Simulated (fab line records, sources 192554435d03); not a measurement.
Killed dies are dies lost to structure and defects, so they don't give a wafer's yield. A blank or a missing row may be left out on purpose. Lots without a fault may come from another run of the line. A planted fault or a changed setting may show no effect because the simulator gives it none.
Split-lot experiment | flow n5_finfet | 7 lots, 21 wafers read, on a route of 1938 steps

THE SPLIT
At N5_BEOL_M5_COAT_59 (time 60 s, resist thk 60 nm), the setting spin_rpm was moved away from the recipe's 1500 rpm on 4 of the 21 wafers read, by -6.6% to +6.6%. The other wafers ran this setting at the recipe's value.

FROM THE SPLIT TO THE READING: what the file shows between them, 10 steps
- N5_BEOL_M5_COAT_71: time 60 s, resist thk 5 nm (also split here: spin_rpm)
- N5_BEOL_M5_COAT_05: resist thk 30 nm
- N5_BEOL_M5_EBR_07
- N5_BEOL_M5_DESCUM_16: chemistry O2, time 7 s
- N5_BEOL_M5_ETCH_72: etches underlayer in N2/H2, target depth 6.5 nm, time 5.2 s
- N5_BEOL_M5_ETCH_61: etches SiARC in CF4, target depth 15.6 nm, time 26 s
- N5_BEOL_M5_ETCH_62: etches SOC in N2/H2, target depth 75 nm, overetch 15 nm, time 112.5 s
- N5_BEOL_M5_STRIP_63: strips in N2/H2
- N5_BEOL_M5_STRIP_73: strips in N2/H2
- N5_BEOL_M5_STRIP_64: strips in CF4

THE READING
SOC_of_BEOL_M5_COAT_59.thk_nm (the simulator's own value, which no gauge read), in nm, at N5_BEOL_M5_HM_OPEN_17 (chemistry Cl2/BCl3, target TiN, target depth 20 nm, overetch 6 nm). The file gives no usual value for it. The 17 wafers here that ran the recipe average 52.1 nm, standard deviation 0.21 nm.

wafer  | tool, chamber at the split | spin_rpm as run, rpm | against the recipe | SOC_of_BEOL_M5_COAT_59.thk_nm, nm | against lot-mates on the recipe
L075.2 | litho_track-01, 0          | 1500                 | recipe             | 52.2                              | -
L075.4 | litho_track-01, 0          | 1425                 | -5.0%              | 53.6                              | +1.5
L075.6 | litho_track-01, 0          | 1500                 | recipe             | 52                                | -
L074.3 | litho_track-02, 0          | 1500                 | recipe             | 52.4                              | -
L074.6 | litho_track-02, 0          | 1500                 | recipe             | 52.4                              | -
L074.5 | litho_track-02, 0          | 1500                 | recipe             | 52.2                              | -
L077.2 | litho_track-03, 0          | 1500                 | recipe             | 52.2                              | -
L077.3 | litho_track-03, 0          | 1445                 | -3.7%              | 53.6                              | +1.3
L077.4 | litho_track-03, 0          | 1500                 | recipe             | 52.4                              | -
L079.1 | litho_track-01, 0          | 1401                 | -6.6%              | 54.6                              | +2.5
L079.2 | litho_track-01, 0          | 1500                 | recipe             | 52.2                              | -
L079.6 | litho_track-01, 0          | 1500                 | recipe             | 52                                | -
L085.2 | litho_track-03, 0          | 1500                 | recipe             | 52.2                              | -
L085.5 | litho_track-03, 0          | 1500                 | recipe             | 52.4                              | -
L085.6 | litho_track-03, 0          | 1500                 | recipe             | 52                                | -
L089.1 | litho_track-01, 0          | 1599                 | +6.6%              | 50.2                              | -1.7
L089.3 | litho_track-01, 0          | 1500                 | recipe             | 51.8                              | -
L089.6 | litho_track-01, 0          | 1500                 | recipe             | 52                                | -
L097.1 | litho_track-01, 0          | 1500                 | recipe             | 51.8                              | -
L097.2 | litho_track-01, 0          | 1500                 | recipe             | 51.8                              | -
L097.4 | litho_track-01, 0          | 1500                 | recipe             | 52                                | -

THE FIT
A straight line over all 21 wafers: SOC_of_BEOL_M5_COAT_59.thk_nm changes by -0.331 nm for each +1% of spin_rpm; r = -0.97; the points scatter about the line by 0.23 nm.
The same after taking each lot's own level away (the mean of its wafers on the recipe; 21 wafers): -0.316 nm for each +1%; r = -0.98; scatter 0.17 nm.
On that fit, the largest move of spin_rpm shifts the reading by 2.1 nm.
The lots' own levels span 51.87 to 52.33 nm, that is 2.3 times the standard deviation above.
So the lot-to-lot level changes the slope little: the two slopes agree.
Check: with one of the wafers moved furthest among these (+6.6%) left out of the fit, the line predicts -2.32 nm for it against its lot-mates. It came out at -1.7 nm against them.

OTHER SPLITS ON THESE WAFERS
These wafers also went through other splits before the reading. Each is held against what the fit with the lots' levels taken away leaves over:
other split on the same wafers     | wafers away from the commonest value | r with SOC_of_BEOL_M5_COAT_59.thk_nm (lot level and that fit taken away)
N5_BEOL_M2_TRENCH_ETCH_37 time_s   | 5                                    | +0.14
N5_BEOL_M3_TRENCH_ETCH_37 source_w | 7                                    | -0.03
N5_BEOL_M3_SPUTTER_90 time_s       | 6                                    | +0.39
N5_BEOL_M5_COAT_71 spin_rpm        | 8                                    | +0.07

THE WHOLE CHAIN: every reading that the file lists as answering this split, in the file's order
step                  | what it does                                                          | reading                                                                        | change (the file's fit)               | r (the file's)
N5_BEOL_M5_COAT_59    | time 60 s, resist thk 60 nm                                           | SOC_of_BEOL_M5_COAT_59.thk_nm (the simulator's own value, which no gauge read) | -0.314 nm for each +1% of the setting | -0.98
N5_BEOL_M5_ETCH_62    | etches SOC in N2/H2, target depth 75 nm, overetch 15 nm, time 112.5 s | etch.depth_nm (the simulator's own value, which no gauge read)                 | -0.31 nm for each +1% of the setting  | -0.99
N5_BEOL_M5_HM_OPEN_17 | chemistry Cl2/BCl3, target TiN, target depth 20 nm, overetch 6 nm     | SOC_of_BEOL_M5_COAT_59.thk_nm (the simulator's own value, which no gauge read) | -0.318 nm for each +1% of the setting | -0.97

THE FILE'S OWN FIT
SOC_of_BEOL_M5_COAT_59.thk_nm changes by -0.318 nm for each +1% of spin_rpm, r = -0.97.
